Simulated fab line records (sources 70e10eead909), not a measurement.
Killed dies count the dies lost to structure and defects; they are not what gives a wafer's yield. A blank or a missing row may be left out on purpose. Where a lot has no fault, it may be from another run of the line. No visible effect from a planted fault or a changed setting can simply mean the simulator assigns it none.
Chamber matching :: flow nand-harc :: 3 sister chambers for NHARC_P_CONTACT_DEP_30 on pecvd-03
The step deposits SiNx, target thk 30 nm. 3 wafers are shown with their chamber, then 9 later ones without.

WAFERS PAIRED WITH THEIR CHAMBERS
wafer: L088.1
chamber: 0
heater-power-w (W): 650

wafer: L088.3
chamber: 1
heater-power-w (W): 799

wafer: L088.5
chamber: 2
heater-power-w (W): 715

WAFERS WHOSE CHAMBER IS MISSING
wafer: L090.1
heater-power-w (W): 759

wafer: L090.3
heater-power-w (W): 612

wafer: L090.6
heater-power-w (W): 596

wafer: L092.1
heater-power-w (W): 627

wafer: L092.2
heater-power-w (W): 751

wafer: L092.3
heater-power-w (W): 741

wafer: L097.3
heater-power-w (W): 677

wafer: L097.4
heater-power-w (W): 646

wafer: L097.6
heater-power-w (W): 564

EACH ONE'S CHAMBER
wafer: L090.1
from the rows above: can't be placed: 1 or 2 or 0
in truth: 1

wafer: L090.3
from the rows above: can't be placed: 0 or 2
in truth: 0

wafer: L090.6
from the rows above: can't be placed: 0 or 2
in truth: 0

wafer: L092.1
from the rows above: can't be placed: 0 or 2
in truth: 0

wafer: L092.2
from the rows above: can't be placed: 2 or 1 or 0
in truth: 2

wafer: L092.3
from the rows above: can't be placed: 2 or 1 or 0
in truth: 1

wafer: L097.3
from the rows above: can't be placed: 0 or 2
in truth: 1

wafer: L097.4
from the rows above: can't be placed: 0 or 2
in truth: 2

wafer: L097.6
from the rows above: can't be placed: 0 or 2
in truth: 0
0 of 9 placed correctly. Unplaceable from these rows: 9, with the true chamber sitting among the candidates in 8. 0 placed wrongly.
How it was worked out, from the rows above alone: a wafer's distance from a chamber is the root of the sum, over the readings, of the square of ((its reading less the chamber's mean) divided by the reading's scatter). The wafer belongs to the nearest chamber; if the next one is less than 2 further off, it can't be placed. A chamber's mean is the mean of its shown wafers. The scatter: root of mean squared gap, hidden wafer to nearest shown wafer, with one shown wafer a chamber.
